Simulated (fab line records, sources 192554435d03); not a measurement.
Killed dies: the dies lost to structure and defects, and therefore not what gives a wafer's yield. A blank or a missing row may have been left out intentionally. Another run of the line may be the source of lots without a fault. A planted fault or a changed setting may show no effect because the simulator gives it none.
Matching of chambers ; flow n5 finfet ; N5_PASSIVATION_STRIP_14 on rie diel-05 has 4 sister chambers
The step strips in O2. 4 wafers are shown with their chamber, then 7 later ones without.

WAFERS PAIRED WITH THEIR CHAMBERS
wafer;chamber;showerhead plenum p Torr (Torr)
L835.2;3;2.07
L837.6;2;2.11
L836.5;1;2.11
L839.1;0;2.17

WAFERS MISSING THEIR CHAMBER
wafer;showerhead plenum p Torr (Torr)
L839.3;2.10
L839.4;2.10
L841.4;2.06
L841.6;2.17
L847.1;2.10
L847.2;2.16
L847.6;2.10

WHICH CHAMBER EACH WENT THROUGH
wafer;from the rows above;in truth
L839.3;can't be placed: 1 or 2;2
L839.4;can't be placed: 1 or 2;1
L841.4;3;3
L841.6;0;0
L847.1;can't be placed: 1 or 2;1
L847.2;0;0
L847.6;can't be placed: 1 or 2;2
Correctly placed: 3 of 7. Not placeable from these rows: 4 (in 4, the candidates include the true chamber). Placed wrongly: 0.
How it was worked out, from the rows above alone: a wafer's distance from a chamber is the root of the sum, over the readings, of the square of ((its reading less the chamber's mean) divided by the reading's scatter). The wafer belongs to the nearest chamber; if the next one is less than 2 further off, it can't be placed. The mean given for a chamber averages the wafers shown for that chamber. The scatter: with one shown wafer a chamber, the root of the mean of the squares of how far each hidden wafer lies from its nearest shown one.
